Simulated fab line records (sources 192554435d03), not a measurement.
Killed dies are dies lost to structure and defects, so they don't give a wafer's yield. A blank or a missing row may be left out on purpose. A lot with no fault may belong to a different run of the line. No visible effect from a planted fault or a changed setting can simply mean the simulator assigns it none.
Chamber matching -- flow n5_finfet -- 4 sister chambers for N5_DUMMY_GATE_ETCH_37 on rie_diel-02
The step etches SOC in N2/H2, target depth 60 nm, overetch 30 nm. 16 wafers are shown with their chamber, then 8 later ones without.

== WAFERS WITH THEIR CHAMBER ==
wafer,chamber,drypump_motor_current_A (A),showerhead_plenum_p_Torr (Torr),throttle_valve_pct (%)
L074.1,3,6.8,2.49,18.26
L074.3,1,6.4,2.68,17.58
L074.5,1,6.4,2.68,17.55
L077.2,3,6.8,2.49,18.27
L077.4,0,5.3,2.60,17.60
L077.6,2,6.5,2.49,17.61
L082.1,1,6.4,2.67,17.59
L082.4,3,6.8,2.49,18.30
L082.6,3,6.8,2.49,18.30
L087.3,2,6.5,2.48,17.63
L087.4,0,5.4,2.60,17.65
L087.5,2,6.5,2.48,17.64
L089.1,1,6.4,2.67,17.60
L089.2,2,6.5,2.48,17.65
L089.4,3,6.8,2.48,18.31
L095.1,3,6.8,2.48,18.32

SIGNATURES (averages over the wafers above)
reading,chamber 0,chamber 1,chamber 2,chamber 3,scatter within a chamber
drypump_motor_current_A,5.350,6.400,6.500,6.800,0.0204
showerhead_plenum_p_Torr,2.6000,2.6750,2.4825,2.4867,0.00507
throttle_valve_pct,17.6250,17.5800,17.6325,18.2933,0.0228
Rule: for a wafer and a chamber, the distance is found by dividing, reading by reading, the gap between the wafer's reading and the chamber's mean by the reading's scatter, squaring, summing and taking the root. The wafer belongs to the nearest chamber; if the next one is less than 2 further off, it can't be placed. The scatter: the root of (the sum of the squares of (reading less its chamber's mean) over the shown wafers, divided by (wafers less chambers)).

== WAFERS WITH NO CHAMBER GIVEN ==
wafer,drypump_motor_current_A (A),showerhead_plenum_p_Torr (Torr),throttle_valve_pct (%)
L095.3,5.4,2.59,17.69
L095.4,6.5,2.47,17.65
L096.1,6.5,2.47,17.67
L096.3,6.8,2.48,18.32
L096.4,5.4,2.59,17.67
L097.1,5.4,2.59,17.70
L097.3,6.5,2.47,17.67
L097.6,5.4,2.59,17.70

== THE CHAMBER EACH PASSED THROUGH ==
wafer,from the rows above,in truth
L095.3,0,0
L095.4,2,2
L096.1,2,2
L096.3,3,3
L096.4,0,0
L097.1,0,0
L097.3,2,2
L097.6,0,0
Correctly placed: 8 of 8. Left unplaced by these rows: 0. Wrongly placed: 0.
